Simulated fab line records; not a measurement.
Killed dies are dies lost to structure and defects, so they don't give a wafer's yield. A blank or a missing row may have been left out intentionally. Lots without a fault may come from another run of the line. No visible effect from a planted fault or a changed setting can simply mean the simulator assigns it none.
Problem report, 8D (eight disciplines) form, completed by code -- flow nand harc -- the parts of the form that need people (team, actions taken, sign-off) are left out

## 1. PROBLEM STATEMENT
Mean of plate temp C at NHARC_P_BONDPAD_SOFTBAKE_04: 128.70 C across 6 wafers in 2 lots; on wafers with no fault it is 125.01 C (standard deviation 0.14). That puts it +26 standard deviations away from the usual mean.
The step: time 70 s.
Earliest sighting: wafer L594.1 on litho track-03 at day 9 01:00. The record holds 36 wafers of 12 lots with a number at this step. By rule, "out" or "out of limits" means more than 4 standard deviations away from the usual mean. The rest of the wafers with a number are treated as sound.

## 2. WHAT IT IS, AND WHAT IT ISN'T
question,is,is not
which readings at this step,"plate temp C, heater power total W",-
which lots,"L594, L596","L584, L586, L587, L598, L601, L602, L603, L604, L605, L607"
which wafers of those lots,all that have a number,-
read on which tools,litho track-03,"litho track-05, litho track-07"
when,from day 9 01:00,"up to then (9 sound wafers); but 21 sound wafers of L598, L601, L602, L603, L604, L605, L607 came after"

## 3. WHAT RULES OUT EACH SUSPECT
Counting: a tool stays on the suspect list if, at a process step up to the reading, it processed all lots that are out and no sound lot following the first of them.
- cmp-03 at NHARC_P_BONDPAD_CMP_32 (polishes SiCN, target thk 200 nm): ruled out as a lasting fault. Following L594 (day 9 01:23), the first lot on it that is out, the sound lots L602 were run on it.
- litho track-03 at NHARC_P_BONDPAD_SOFTBAKE_04 (time 70 s): kept. All lots that are out passed through it, beginning with L594 at day 9 01:00, and no sound lot followed; its final sound lot before that point was L584 at day 6 20:00. Out on those wafers are its own readings of heater power total W, plate temp C.
Remaining after the count: litho track-03 at NHARC_P_BONDPAD_SOFTBAKE_04.

## 4. THE CAUSE (what the simulator had put in)
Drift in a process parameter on litho track-03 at NHARC_P_BONDPAD_SOFTBAKE_04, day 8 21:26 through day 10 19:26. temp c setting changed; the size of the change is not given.
After counting, this tool was the only one left.

## 5. THE EFFECT CHAIN, in route order
Each row: a reading where the mean over the struck wafers with a number is more than 3 standard deviations away from the usual. Only readings for which the record gives a usual standard deviation are gone through. hours: the time from each lot's start at the first step in this table that gives one to its start at this step, as a median over the lots. sigmas: the change in usual standard deviations.
hours,step,reading,usual,on struck wafers,change,sigmas
0,NHARC_P_BONDPAD_SOFTBAKE_04,heater power total W,200.8 W,209.2,+8.3,+6.4
0,NHARC_P_BONDPAD_SOFTBAKE_04,plate temp C,125.01 C,128.70,+3.69,+26
Here are the process steps it includes:
- NHARC_P_BONDPAD_SOFTBAKE_04: time 70 s.
Later steps that measure or inspect, where all struck wafers having a row at the step show a number for every such reading and not one has moved that far: NHARC_P_BONDPAD_CD_MEAS_09, NHARC_END_SORT_01.

## 6. WHAT WOULD HAVE CAUGHT IT SOONER
First out-of-limits reading in this record: day 9 01:00, which is 4 hours after fault onset at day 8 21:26.
